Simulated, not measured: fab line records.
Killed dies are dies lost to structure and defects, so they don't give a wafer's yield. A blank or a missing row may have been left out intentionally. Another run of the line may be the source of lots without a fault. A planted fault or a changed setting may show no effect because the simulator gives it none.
fab line records	flow n5-finfet
record: lots: 5	wafers: 15	last-day: 20
route steps=1938 shown BEOL_M8@1392 BEOL_M9@1401 PASSIVATION@1936
lots that met no fault: from a run of the same line without faults
start-h: hours from the record's first day to the start of the lot's first wafer shown	wait-h: how many hours have passed since the lot's step before this one	" unchanged from the row above	L1.1+2: a row that stands for several wafers	- no value, or no start given	* or withheld: withheld	< > ~ a bound
route shown NAME@n: a module of which the file shows steps, and the number in the route of the first	usual: average and standard deviation across the fault-free wafers	same: alike in all rows	chamber/n: place in a boat	sites: the reading at each site	_std_site: their standard deviation	_edge_site: inner sites' mean taken away from outer sites' mean	radius-mm: for every site, how far away it sits from the centre of the wafer	mask NAME#n: copy n	behind: the most recent tool/chamber to have shaped the wafer	hold: what put the lot on hold/how long, in hours/how the hold closed	device: the n, p or np transistor that did not switch	end of line: at the end of the route, the tests of the same wafers	where a step has no rows: the recipe by itself	killed: dies that structure and defects cost at the first sort, which is not the same as the wafer's yield	map: a wafer's dies, x killed, . not, _ none there
set.NAME: the setting that was run; set.NAME@STEP: the one run at that earlier step	model.NAME: the simulator's own value behind a step, which no gauge read
lots at selected steps of the route; one table per step, one row per wafer
services: from which hour (start-h, from the record's first day; less than 0 if before it) a tool's chamber was out of use, for how many hours, and why
== steps ==
step: N5_BEOL_M8_SPUTTER_48
recipe: material: Cu	target-thk-a: 100	temp-c: -20	bias-v: 60	power-w: 26000	chamber-pressure-pa: 0.13	time-s: 1.667
step: N5_BEOL_M8_ECD_50
recipe: material: Cu	target-thk-a: 3000
step: N5_BEOL_M8_ANNEAL_51
recipe: temp-c: 225	time-s: 90	ambient: N2
usual: anneal-temp-c-max: 226.1/0.33	wafer_temp_C_max: 225.91/0.23
lot.wafer	tool	chamber	start-h	wait-h	anneal-temp-c-max	wafer_temp_C_max
L322.2	rtp-anneal-01	0	286.89	0.1	226.1	226.12
L322.3	"	0	"	"	226.7	226.06
L322.5	"	0	"	"	226.2	225.90
L323.1	rtp-anneal-02	0	293.32	0.1	225.7	225.80
L323.2	"	0	"	"	225.8	226.21
L323.4	"	0	"	"	226.3	225.79
L328.2	rtp-anneal-02	0	318.77	0.4	225.9	225.96
L328.3	"	0	"	"	226.0	225.95
L328.4	"	0	"	"	225.9	226.02
L330.1	rtp-anneal-02	0	347.68	0.1	225.9	226.06
L330.3	"	0	"	"	225.9	225.62
L330.6	"	0	"	"	225.8	226.37
L342.1	rtp-anneal-01	0	410.35	0.3	226.2	225.90
L342.5	"	0	"	"	227.0	225.89
L342.6	"	0	"	"	226.1	226.40
step: N5_BEOL_M8_CMP_52
recipe: stop-on: SiCOH_lowk	t-overpolish-s: 6.9	down-force-psi: 1	platen-rpm: 50	clearing-platen-down-force-psi: 1.5	clearing-platen-rpm: 50	post-cmp-clean: cu-alkaline	target-thk-nm: 80	clearing-platen-pad-velocity-m-s: 0.99484	pad-velocity-m-s: 0.99484
step: N5_BEOL_M8_THK_MEAS_53
recipe: thk-meas-gauge: xrf	reads: Cu_of_BEOL_M8_ECD_50
usual: M8_THK: 80.9/2.4
lot.wafer	tool	chamber	start-h	wait-h	M8_THK[nm]
L322.2	film-metro-02	-	287.49	-	81.8
L322.3	"	-	"	"	77.2
L322.5	"	-	"	"	81.4
L323.1	film-metro-02	-	293.97	-	79.5
L323.2	"	-	"	"	78.4
L323.4	"	-	"	"	78.5
L328.2	film-metro-02	-	319.31	-	84.4
L328.3	"	-	"	"	79.8
L328.4	"	-	"	"	79.4
L330.1	film-metro-01	-	348.27	-	82.1
L330.3	"	-	"	"	82.5
L330.6	"	-	"	"	79.3
L342.1	film-metro-02	-	410.96	-	77.4
L342.5	"	-	"	"	80.6
L342.6	"	-	"	"	83.1
step: N5_BEOL_M8_PRE_CLEAN_55
recipe: gas: NH3	time-s: 15	temp-c: withheld	rf-power-w: 300
step: N5_BEOL_M8_DEP_56
recipe: material: SiCN	target-thk-a: 100	temp-c: withheld	precursor: 3MS/NH3	pressure-torr: 3	rf-w: 202	time-s: 17.5
step: N5_BEOL_M8_RS_MEAS_57
recipe: thk-meas-gauge: four-point-probe	reads: Cu_of_BEOL_M8_ECD_50+Co_of_BEOL_M8_CVD_78+TaN_of_BEOL_M8_ALD_77
usual: M8_RS: 0.288/0.01
lot.wafer	tool	chamber	start-h	wait-h	M8_RS[ohm/sq]
L322.2	film-metro-02	-	287.62	0.1	0.281
L322.3	"	-	"	"	0.299
L322.5	"	-	"	"	0.281
L323.1	film-metro-01	-	294.10	0.1	0.292
L323.2	"	-	"	"	0.296
L323.4	"	-	"	"	0.296
L328.2	film-metro-01	-	319.44	0.1	0.275
L328.3	"	-	"	"	0.293
L328.4	"	-	"	"	0.296
L330.1	film-metro-01	-	348.40	0.1	0.285
L330.3	"	-	"	"	0.282
L330.6	"	-	"	"	0.297
L342.1	film-metro-02	-	411.09	0.1	0.302
L342.5	"	-	"	"	0.289
L342.6	"	-	"	"	0.279
step: N5_BEOL_M8_INSPECT_58
recipe: inspect-instrument: darkfield	mode: post-dep
usual: raw-defect-count: 67/20
lot.wafer	tool	chamber	start-h	wait-h	raw-defect-count
L322.2	defect-inspect-02	-	287.65	0.0	62
L322.3	"	-	"	"	90
L322.5	"	-	"	"	117
L323.1	defect-inspect-02	-	294.13	0.0	65
L323.2	"	-	"	"	130
L323.4	"	-	"	"	59
L328.2	defect-inspect-01	-	319.47	0.0	112
L328.3	"	-	"	"	71
L328.4	"	-	"	"	88
L330.1	defect-inspect-02	-	348.43	0.0	41
L330.3	"	-	"	"	51
L330.6	"	-	"	"	25
L342.1	defect-inspect-01	-	411.11	0.0	56
L342.5	"	-	"	"	43
L342.6	"	-	"	"	49
step: N5_BEOL_M9_ILD_DEP_00
recipe: material: SiCOH_lowk	target-thk-a: 3085.1	temp-c: 300	precursor: DEMS/porogen	pressure-torr: 5	rf-w: 500	time-s: 58
usual: heater-power-w: 319/45	showerhead-plenum-p-Torr: 5.737/0.014	throttle-valve-pct: 13.8/0.97
lot.wafer	tool	chamber	start-h	wait-h	heater-power-w	showerhead-plenum-p-Torr	since-wet-clean-h	throttle-valve-pct
L322.2	pecvd-04	2	287.69	0.0	300	5.739	595	13.0
L322.3	"	1	"	"	318	5.742	2079	15.6
L322.5	"	2	"	"	307	5.747	-	13.1
L323.1	pecvd-04	2	294.17	0.0	274	5.735	602	12.7
L323.2	"	1	"	"	320	5.750	2086	15.3
L323.4	"	2	"	"	285	5.737	-	13.1
L328.2	pecvd-03	1	319.51	0.0	308	5.743	1567	14.9
L328.3	"	2	"	"	347	5.715	88	12.5
L328.4	"	0	"	"	349	5.715	-	13.6
L330.1	pecvd-04	1	348.47	0.0	329	5.752	2140	15.8
L330.3	"	2	"	"	326	5.745	656	13.0
L330.6	"	0	"	"	385	5.740	-	13.5
L342.1	pecvd-03	0	411.15	0.0	358	5.719	934	13.7
L342.5	"	0	"	"	280	5.748	-	14.1
L342.6	"	2	"	"	343	5.710	-	12.4
step: N5_BEOL_M9_CURE_71
recipe: temp-c: 385	time-s: 240	ambient: He/Ar	material: SiCOH_lowk
step: N5_BEOL_M9_THK_MEAS_01
recipe: reads: SiCOH_lowk_of_BEOL_M9_ILD_DEP_00
usual: M9_ILD_THK: 267/4
lot.wafer	tool	chamber	start-h	wait-h	M9_ILD_THK[nm]
L322.2	film-metro-01	-	288.28	0.4	270
L322.3	"	-	"	"	272
L322.5	"	-	"	"	270
L323.1	film-metro-02	-	294.76	0.4	259
L323.2	"	-	"	"	260
L323.4	"	-	"	"	263
L328.2	film-metro-02	-	320.10	0.4	273
L328.3	"	-	"	"	265
L328.4	"	-	"	"	271
L330.1	film-metro-02	-	349.50	0.4	268
L330.3	"	-	"	"	265
L330.6	"	-	"	"	270
L342.1	film-metro-01	-	411.74	0.4	263
L342.5	"	-	"	"	269
L342.6	"	-	"	"	268
step: N5_BEOL_M9_PECVD_70
recipe: material: SiO2	target-thk-a: 200	temp-c: 400	precursor: TEOS/O2	pressure-torr: 5.5	rf-w: 450	teos-flow-sccm: 53.8	gas: O2	flow-sccm: 3000	time-s: 22.7
usual: heater-power-w: 724/92	showerhead-plenum-p-Torr: 8.77/0.045	throttle-valve-pct: 22.2/1.5
lot.wafer	tool	chamber	start-h	wait-h	heater-power-w	showerhead-plenum-p-Torr	since-wet-clean-h	throttle-valve-pct	model.SiO2_of_BEOL_M9_PECVD_70.thk-nm
L322.2	pecvd-04	2	288.31	0.0	667	8.78	596	20.9	19.6
L322.3	"	1	"	"	728	8.81	2080	25.2	20.2
L322.5	"	0	"	"	891	8.76	-	21.8	20.4
L323.1	pecvd-02	0	294.80	0.0	716	8.74	999	22.1	20.2
L323.2	"	2	"	"	525	8.73	245	20.2	20
L323.4	"	1	"	"	790	8.83	-	23.1	20.4
L328.2	pecvd-04	1	320.13	0.0	748	8.83	2112	25.2	17.4
L328.3	"	2	"	"	692	8.77	628	20.9	20
L328.4	"	2	"	"	677	8.80	-	20.7	20.4
L330.1	pecvd-03	0	349.54	0.0	763	8.79	872	22.5	19.2
L330.3	"	2	"	"	845	8.70	118	20.0	19.4
L330.6	"	0	"	"	761	8.80	-	22.1	19.6
L342.1	pecvd-02	2	411.78	0.0	463	8.73	22	20.1	20
L342.5	"	1	"	"	714	8.82	-	23.0	20.2
L342.6	"	2	"	"	491	8.75	-	20.2	20.2
step: N5_BEOL_M9_HM_DEP_02
recipe: material: TiN	target-thk-a: 200	temp-c: 25	chamber-pressure-pa: 0.49996
usual: throttle-valve-pct: 30.3/0.62
lot.wafer	tool	chamber	start-h	wait-h	throttle-valve-pct
L322.2	pvd-sputter-02	-	288.72	0.4	30.7
L322.3	"	-	"	"	30.0
L322.5	"	-	"	"	29.9
L323.1	pvd-sputter-03	-	296.21	1.4	30.2
L323.2	"	-	"	"	29.2
L323.4	"	-	"	"	30.7
L328.2	pvd-sputter-02	-	322.72	2.6	29.7
L328.3	"	-	"	"	30.5
L328.4	"	-	"	"	29.7
L330.1	pvd-sputter-03	-	350.16	0.6	32.0
L330.3	"	-	"	"	30.6
L330.6	"	-	"	"	30.6
L342.1	pvd-sputter-02	-	413.29	1.5	30.2
L342.5	"	-	"	"	31.0
L342.6	"	-	"	"	30.2
step: N5_BEOL_M9_COAT_59
recipe: resist: SOC	temp-c: 250	time-s: 60	spin-rpm: 1500	resist-thk-nm: 100
step: N5_BEOL_M9_COAT_60
recipe: resist: SiARC	temp-c: 220	time-s: 60	spin-rpm: 1500	resist-thk-nm: 30
step: N5_BEOL_M9_COAT_05
recipe: resist: CAR-ArF	spin-rpm: 1500	resist-thk-nm: 90
step: N5_BEOL_M9_EBR_07
recipe: solvent: PGMEA	ebr-width-mm: 1.5
step: N5_BEOL_M9_SOFTBAKE_06
recipe: temp-c: 110	time-s: 60	resist: CAR-ArF
step: N5_BEOL_M9_EXPOSE_08
recipe: mask-id: M9	na: 1.35	source-shape: dipole	sigma-inner: 0.411	sigma-outer: 0.611	polarization: te	dose-mj: 53.75
step: N5_BEOL_M9_PEB_09
recipe: peb-temp-c: withheld	peb-time-s: 60	resist: CAR-ArF
step: N5_BEOL_M9_DEVELOP_10
recipe: develop-time-s: 30	developer: TMAH	resist: CAR-ArF	rinse-liquid: diw	dry: air-spin	dev-temp-c: 23
step: N5_BEOL_M9_CD_MEAS_11
recipe: target-cd-nm: 64.1	landing-energy-ev: 500	detector: se-inlens	polarity: opening
usual: cd-nm: 64.4/0.67
lot.wafer	tool	chamber	start-h	wait-h	cd-nm
L322.2	cd-sem-01	0	289.10	-	65.6
L322.3	"	0	"	"	64.4
L322.5	"	0	"	"	64.7
L323.1	cd-sem-02	0	296.71	-	64.9
L323.2	"	0	"	"	63.6
L323.4	"	0	"	"	63.8
L328.2	cd-sem-02	0	323.09	-	63.8
L328.3	"	0	"	"	62.8
L328.4	"	0	"	"	63.5
L330.1	cd-sem-02	0	350.65	-	63.9
L330.3	"	0	"	"	64.8
L330.6	"	0	"	"	64.6
L342.1	cd-sem-02	0	413.78	-	65.2
L342.5	"	0	"	"	64.1
L342.6	"	0	"	"	65.3
step: N5_BEOL_M9_OVL_MEAS_12
recipe: points-per-wafer: 44
usual: M9_OVL: 0.6/0.83
lot.wafer	tool	chamber	start-h	wait-h	M9_OVL[nm]
L322.2	overlay-01	0	289.13	0.0	0.1
L322.3	"	0	"	"	1.0
L322.5	"	0	"	"	1.0
L323.1	overlay-01	0	296.74	0.0	0.0
L323.2	"	0	"	"	-0.3
L323.4	"	0	"	"	0.9
L328.2	overlay-01	0	323.12	0.0	-0.2
L328.3	"	0	"	"	0.6
L328.4	"	0	"	"	0.1
L330.1	overlay-01	0	350.68	0.0	0.0
L330.3	"	0	"	"	0.1
L330.6	"	0	"	"	-0.4
L342.1	overlay-01	0	413.81	0.0	1.9
L342.5	"	0	"	"	1.5
L342.6	"	0	"	"	1.6
step: N5_BEOL_M9_INSPECT_13
recipe: mode: adi	inspect-instrument: brightfield
usual: raw-defect-count: 395/84
lot.wafer	tool	chamber	start-h	wait-h	raw-defect-count
L322.2	defect-inspect-01	-	289.15	0.0	376
L322.3	"	-	"	"	402
L322.5	"	-	"	"	444
L323.1	defect-inspect-01	-	296.76	0.0	348
L323.2	"	-	"	"	335
L323.4	"	-	"	"	516
L328.2	defect-inspect-01	-	323.15	0.0	374
L328.3	"	-	"	"	395
L328.4	"	-	"	"	370
L330.1	defect-inspect-02	-	350.71	0.0	472
L330.3	"	-	"	"	394
L330.6	"	-	"	"	485
L342.1	defect-inspect-01	-	413.84	0.0	403
L342.5	"	-	"	"	364
L342.6	"	-	"	"	296
step: N5_BEOL_M9_DESCUM_16
recipe: chemistry: O2	time-s: 7.9	source-power-w: 50	bias-power-w: 20	pressure-mtorr: 20	rf-frequency-hz: 2.712e+07	temp-c: 40	resist: CAR-ArF	o2-flow-sccm: 225
step: N5_BEOL_M9_ETCH_61
recipe: chemistry: CF4	target: SiARC	target-depth-a: 390	mask-material: CAR-ArF	time-s: 65	ion-energy-ev: 80	pressure-mtorr: 40	source-w: 545	bias-w: 36	Ar_flow_sccm: 100	cf4-flow-sccm: 100	ends: cleared
step: N5_BEOL_M9_ETCH_62
recipe: chemistry: N2/H2	target: SOC	target-depth-a: 1100	overetch-a: 220	mask-material: SiARC	temp-c: 40	time-s: 165	ion-energy-ev: 200	pressure-mtorr: 30	source-w: 840	bias-w: 150	n2-flow-sccm: 200	h2-flow-sccm: 200
usual: drypump-motor-current-A: 5.7/0.39	oes-product-au: 0.69/0.068	rf-vpp-V: 524.4/2.5	showerhead-plenum-p-Torr: 2.56/0.097	throttle-valve-pct: 17.68/0.24
lot.wafer	tool	chamber	start-h	wait-h	drypump-motor-current-A	oes-product-au	rf-hours-counter-h	rf-vpp-V	showerhead-plenum-p-Torr	throttle-valve-pct
L322.2	rie-diel-03	2	289.27	0.0	6.3	0.70	89	526.6	2.70	17.84
L322.3	"	1	"	"	5.8	0.58	249	527.3	2.59	18.35
L322.5	"	0	"	"	6.2	0.65	-	525.0	2.54	17.45
L323.1	rie-diel-02	3	296.88	0.0	5.9	0.60	205	525.3	2.62	17.85
L323.2	"	2	"	"	5.6	0.64	172	517.2	2.30	17.73
L323.4	"	1	"	"	5.4	0.64	157	521.4	2.45	17.77
L328.2	rie-diel-06	0	323.39	0.0	6.3	0.64	130	524.4	2.52	17.40
L328.3	"	1	"	"	5.5	0.82	7	525.1	2.59	17.32
L328.4	"	3	"	"	5.4	0.72	71	522.4	2.45	17.54
L330.1	rie-diel-02	1	350.82	0.0	5.4	0.63	176	522.6	2.44	17.78
L330.3	"	0	"	"	5.8	0.76	33	522.0	2.51	18.05
L330.6	"	2	"	"	5.6	0.62	-	517.9	2.30	17.74
L342.1	rie-diel-03	0	414.13	0.0	6.1	0.62	183	524.2	2.53	17.53
L342.5	"	1	"	"	5.8	0.78	-	525.1	2.57	17.93
L342.6	"	0	"	"	6.1	0.62	-	523.3	2.53	17.51
step: N5_BEOL_M9_STRIP_68
recipe: chemistry: N2/H2	temp-c: 40	n2-flow-sccm: 200	h2-flow-sccm: 200	rf-frequency-hz: 6e+07
step: N5_BEOL_M9_STRIP_67
recipe: chemistry: CF4	resist: SiARC	power-w: 300	bias-power-w: 75	pressure-mtorr: 50	cf4-flow-sccm: 150	rf-frequency-hz: 6e+07
step: N5_BEOL_M9_HM_OPEN_17
recipe: chemistry: Cl2/BCl3	target-depth-a: 200	overetch-a: 60	target: TiN	mask-material: SOC	ion-energy-ev: 150	pressure-mtorr: 10	icp-w: 1000	bias-w: 126	Cl2_flow_sccm: 53.25	bcl3-flow-sccm: 21.75	Ar_flow_sccm: 25
usual: drypump-motor-current-A: 5.8/0.43	oes-product-au: 0.68/0.073	throttle-valve-pct: 22.2/0.3
lot.wafer	tool	chamber	start-h	wait-h	drypump-motor-current-A	oes-product-au	rf-hours-counter-h	throttle-valve-pct
L322.2	rie-metal-02	1	289.46	0.0	6.0	0.76	6	22.3
L322.3	"	1	"	"	6.0	0.76	-	22.3
L322.5	"	1	"	"	6.0	0.75	-	22.3
L323.1	rie-metal-02	0	297.07	0.0	6.2	0.58	82	22.6
L323.2	"	1	"	"	6.0	0.78	6	22.3
L323.4	"	0	"	"	6.1	0.57	-	22.7
L328.2	rie-metal-01	1	323.57	0.0	5.9	0.76	11	21.7
L328.3	"	1	"	"	5.9	0.76	-	21.7
L328.4	"	0	"	"	5.0	0.65	-	22.1
L330.1	rie-metal-01	0	351.01	0.0	5.0	0.63	51	22.1
L330.3	"	1	"	"	5.9	0.74	-	21.8
L330.6	"	1	"	"	5.9	0.74	-	21.8
L342.1	rie-metal-01	1	414.32	0.0	5.9	0.74	18	21.8
L342.5	"	1	"	"	5.9	0.73	-	21.8
L342.6	"	0	"	"	5.0	0.63	-	22.1
step: N5_BEOL_M9_STRIP_19
recipe: chemistry: O2	power-w: 400	temp-c: 40	pressure-mtorr: 30	rf-frequency-hz: 6e+07	bias-power-w: 0	overash-fraction: 0.2	o2-flow-sccm: 225
step: N5_BEOL_M9_CD_MEAS_18
recipe: pitch-nm: 140	target-cd-nm: 70
usual: cd-nm: 70.4/0.78
lot.wafer	tool	chamber	start-h	wait-h	cd-nm
L322.2	cd-sem-02	-	289.64	0.1	71.1
L322.3	"	-	"	"	70.8
L322.5	"	-	"	"	71.8
L323.1	cd-sem-03	-	297.25	0.0	70.3
L323.2	"	-	"	"	69.3
L323.4	"	-	"	"	69.9
L328.2	cd-sem-02	-	323.87	0.1	69.8
L328.3	"	-	"	"	68.6
L328.4	"	-	"	"	69.4
L330.1	cd-sem-02	-	351.19	0.0	69.5
L330.3	"	-	"	"	71.1
L330.6	"	-	"	"	69.6
L342.1	cd-sem-02	-	414.59	0.0	71.5
L342.5	"	-	"	"	70.5
L342.6	"	-	"	"	71.4
step: N5_BEOL_M9_COAT_63
recipe: resist: SOC	temp-c: 250	time-s: 60	spin-rpm: 1500	resist-thk-nm: 60
step: N5_BEOL_M9_COAT_64
recipe: resist: SiARC	temp-c: 220	time-s: 60	spin-rpm: 1500	resist-thk-nm: 12
step: N5_BEOL_M9_COAT_75
recipe: resist: underlayer	temp-c: 205	time-s: 60	spin-rpm: 1500	resist-thk-nm: 5
step: N5_BEOL_M9_COAT_22
recipe: resist: CAR-EUV	spin-rpm: 1500	resist-thk-nm: 30
step: N5_BEOL_M9_EBR_24
recipe: solvent: PGMEA	ebr-width-mm: 1.5
step: N5_BEOL_M9_SOFTBAKE_23
recipe: temp-c: 110	time-s: 60	resist: CAR-EUV
step: N5_BEOL_M9_EXPOSE_25
recipe: mask-id: V8	na: 0.33	source-shape: annular	sigma-inner: 0.4	sigma-outer: 0.8	polarization: unpolarized	dose-mj: 37.25
step: N5_BEOL_M9_PEB_26
recipe: peb-temp-c: 100	peb-time-s: 60	resist: CAR-EUV
step: N5_BEOL_M9_DEVELOP_27
recipe: develop-time-s: 30	developer: TMAH	resist: CAR-EUV	rinse-liquid: surfactant-rinse	dry: air-spin	dev-temp-c: 23
step: N5_BEOL_M9_HM_STRIP_39
recipe: chemistry: peroxide-tin-strip	material: TiN	target-depth-a: 250	temp-c: 50	time-s: 158
lot.wafer	tool	chamber	start-h	wait-h	model.SiO2_of_BEOL_M9_PECVD_70.thk-nm
L322.2	wet-bench-03	1	291.69	0.0	19.4
L322.3	"	2	"	"	20
L322.5	"	0	"	"	20.2
L323.1	wet-bench-03	3	298.98	0.0	20
L323.2	"	7	"	"	19.8
L323.4	"	5	"	"	20.2
L328.2	wet-bench-03	6	325.54	0.0	17.2
L328.3	"	7	"	"	19.8
L328.4	"	5	"	"	20.2
L330.1+3	wet-bench-04	5,0	352.77	0.0	19.2
L330.6	"	6	"	"	19.4
L342.1+5+6	wet-bench-01	6,0,1	419.86	0.0	20
step: N5_PASSIVATION_PROBE_49
usual: defect-limited-yield: 91.4/1.4	killed_at_M0_to_M3: 34/9.1	killed_at_M4_up: 14/5.2	killed-at-contacts: 12/6.4	killed-at-front-end: 38/11	killed-at-other: 3.7/2.8	killed-dies: 102/17	killed-open: 68/13	killed-short: 32/7.8	sort_bin_4_leakage: 0.05/0.3	sort_bin_5_function: 5.1/1	sort_bin_6_memory: 3.2/0.66	sort_bin_8_speed: 0.1/0.92	sort-n-pass: 1076/19	sort-yield-pct: 91.2/1.6
same: gross-dies: 1180	killed-at-back-side: 0
lot.wafer	tool	chamber	start-h	wait-h	defect-limited-yield[%]	killed_at_M0_to_M3	killed_at_M4_up	killed-at-contacts	killed-at-front-end	killed-at-other	killed-dies	killed-open	killed-short	sort_bin_4_leakage[%]	sort_bin_5_function[%]	sort_bin_6_memory[%]	sort_bin_8_speed[%]	sort-n-pass	sort-yield-pct[%]
L322.2	prober-01	-	350.26	0.1	93.1	27	15	7	30	2	81	49	30	0	4.3	2.3	0	1099	93.1
L322.3	prober-01	-	350.31	0.1	93.4	31	17	5	22	3	78	51	25	0	4.0	2.5	0	1102	93.4
L322.5	prober-01	-	350.41	0.2	93.8	33	14	5	18	3	73	56	15	0	3.6	2.5	0	1107	93.8
L323.1	prober-01	-	359.12	0.0	91.9	38	16	17	20	4	95	61	32	0	4.1	3.7	0	1085	91.9
L323.2	prober-01	-	359.17	0.1	91.5	30	20	10	34	6	100	59	39	0	4.8	3.1	0	1080	91.5
L323.4	prober-01	-	359.27	0.2	94.3	24	11	4	27	1	67	47	20	0	3.2	2.2	0	1113	94.3
L328.2	prober-02	-	392.30	0.1	87.8	33	24	40	43	4	144	102	42	0	8.3	3.6	0	1036	87.8
L328.3	prober-02	-	392.35	0.1	90.7	42	17	22	27	2	110	84	25	0	5.3	4.0	0	1070	90.7
L328.4	prober-02	-	392.40	0.2	90.5	38	23	8	41	2	112	88	24	0.08	5.6	3.6	0	1067	90.4
killed by level:class
L322.2 BEOL_M0_SAQP:geometric-particle:short=6 GATE_CUT:geometric-particle:short=5 BEOL_M0_SAQP:geometric-particle:open=5 MOL_CONTACT_COAG:geometric-particle:open=5 STI_FIN_REVEAL:geometric-particle:open=4 GATE_CUT:geometric-particle:open=4 BEOL_M1:geometric-particle:open=4 BEOL_M2:geometric-particle:open=4
L322.3 BEOL_M0_SAQP:geometric-particle:open=9 BEOL_M1:geometric-particle:open=7 STI_FIN_REVEAL:geometric-particle:open=6 BEOL_M4:geometric-particle:open=6 BEOL_M0_SAQP:geometric-particle:short=5 BEOL_M2:geometric-particle:short=4 BEOL_M2:geometric-particle:open=4 STARTING-WAFER:geometric-particle:short=4
L322.5 BEOL_M0_SAQP:geometric-particle:open=11 BEOL_M0_SAQP:geometric-particle:short=7 BEOL_M2:geometric-particle:open=7 STI_FIN_REVEAL:geometric-particle:open=6 MOL_CONTACT_COAG:geometric-particle:open=5 BEOL_M1:geometric-particle:open=5 BEOL_M5:geometric-particle:open=5 GATE_CUT:geometric-particle:open=3
L323.1 MOL_CONTACT_COAG:geometric-particle:open=13 BEOL_M4:geometric-particle:open=9 BEOL_M2:geometric-particle:open=8 BEOL_M0_SAQP:geometric-particle:short=7 BEOL_M3:geometric-particle:open=7 BEOL_M1:geometric-particle:open=5 STI_FIN_REVEAL:geometric-particle:open=4 MOL_CONTACT_COAG:geometric-particle:short=4
L323.2 BEOL_M4:geometric-particle:open=12 BEOL_M0_SAQP:geometric-particle:short=9 MOL_CONTACT_COAG:geometric-particle:open=9 STI_FIN_REVEAL:geometric-particle:open=8 BEOL_M0_SAQP:geometric-particle:open=8 BEOL_M0:geometric-particle:open=5 STARTING-WAFER:geometric-particle:short=5 BEOL_M4:geometric-particle:short=4
L323.4 STI_FIN_REVEAL:geometric-particle:open=12 BEOL_M4:geometric-particle:open=8 BEOL_M0_SAQP:geometric-particle:open=6 BEOL_M0_SAQP:geometric-particle:short=6 BEOL_M2:geometric-particle:open=5 DUMMY_GATE:geometric-particle:open=4 MOL_CONTACT_COAG:geometric-particle:open=3 STARTING-WAFER:geometric-particle:short=3
L328.2 MOL_CONTACT_COAG:geometric-particle:open=34 FIN_SAQP:geometric-particle:open=15 BEOL_M4:geometric-particle:open=14 BEOL_M0_SAQP:geometric-particle:open=8 GATE_CUT:geometric-particle:short=7 BEOL_M3:geometric-particle:open=7 FIN_SAQP:geometric-particle:short=6 BEOL_M0_SAQP:geometric-particle:short=6
L328.3 MOL_CONTACT_COAG:geometric-particle:open=19 BEOL_M3:geometric-particle:open=13 BEOL_M4:geometric-particle:open=12 BEOL_M2:geometric-particle:open=11 GATE_CUT:geometric-particle:short=7 BEOL_M1:geometric-particle:open=6 STI_FIN_REVEAL:geometric-particle:open=4 BEOL_M0_SAQP:geometric-particle:short=4
L328.4 FIN_SAQP:geometric-particle:open=13 BEOL_M2:geometric-particle:open=13 BEOL_M4:geometric-particle:open=13 BEOL_M3:geometric-particle:open=9 MOL_CONTACT_COAG:geometric-particle:open=7 BEOL_M1:geometric-particle:open=6 DUMMY_GATE:geometric-particle:open=5 SPACER0:geometric-particle:open=4
== services ==
tool	chamber	start-h	hours	kind
rie-metal-02	0	280.06	1.3	repair
pecvd-03	0	283.05	2.1	scheduled-down
rie-diel-03	1	291.62	-	clean
rie-diel-03	1	291.62	-	consumable-replace:focus-ring
rie-diel-03	1	291.62	13.8	scheduled-down
rie-diel-03	1	291.62	13.8	vent-cycle
pecvd-02	0	297.53	2.1	scheduled-down
pecvd-04	0	310.70	5.5	scheduled-down
rie-diel-03	1	329.37	6.6	repair
rtp-anneal-01	-	337.03	5.9	pm
rie-metal-02	-	338.13	0.9	repair
rie-diel-03	1	340.94	8.2	repair
rie-diel-03	0	353.27	4.3	repair
pecvd-02	2	359.96	-	clean
pecvd-02	2	359.96	29.5	scheduled-down
pecvd-02	2	359.96	29.5	vent-cycle
pecvd-04	0	377.57	5.4	repair
rie-diel-02	0	384.42	8.9	repair
pecvd-02	-	400.28	6.0	pm
rie-diel-02	1	402.36	6.6	repair
pecvd-04	1	404.41	5.5	scheduled-down
rie-diel-02	2	408.53	8.2	repair
rie-metal-02	0	413.65	-	clean
rie-diel-06	-	416.45	15.6	pm
== key ==
first-sign none at tools or gauges
model-effect: step: N5_BEOL_M9_PECVD_70	value: SiO2_of_BEOL_M9_PECVD_70.thk-nm	without: 20	struck: 17.4
model-effect: step: N5_BEOL_M9_HM_STRIP_39	value: SiO2_of_BEOL_M9_PECVD_70.thk-nm	without: 19.8	struck: 17.2
met-at N5_BEOL_M9_PECVD_70
struck-wafers L328.2
onset-between 288.31 320.13
fault: kind: process-parameter-drift	tool: pecvd-04	chamber: 1	onset-h: 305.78	steps: N5_BEOL_M9_PECVD_70	channel: time-s	offset: *	shape: step	acts-in: *	stated: *
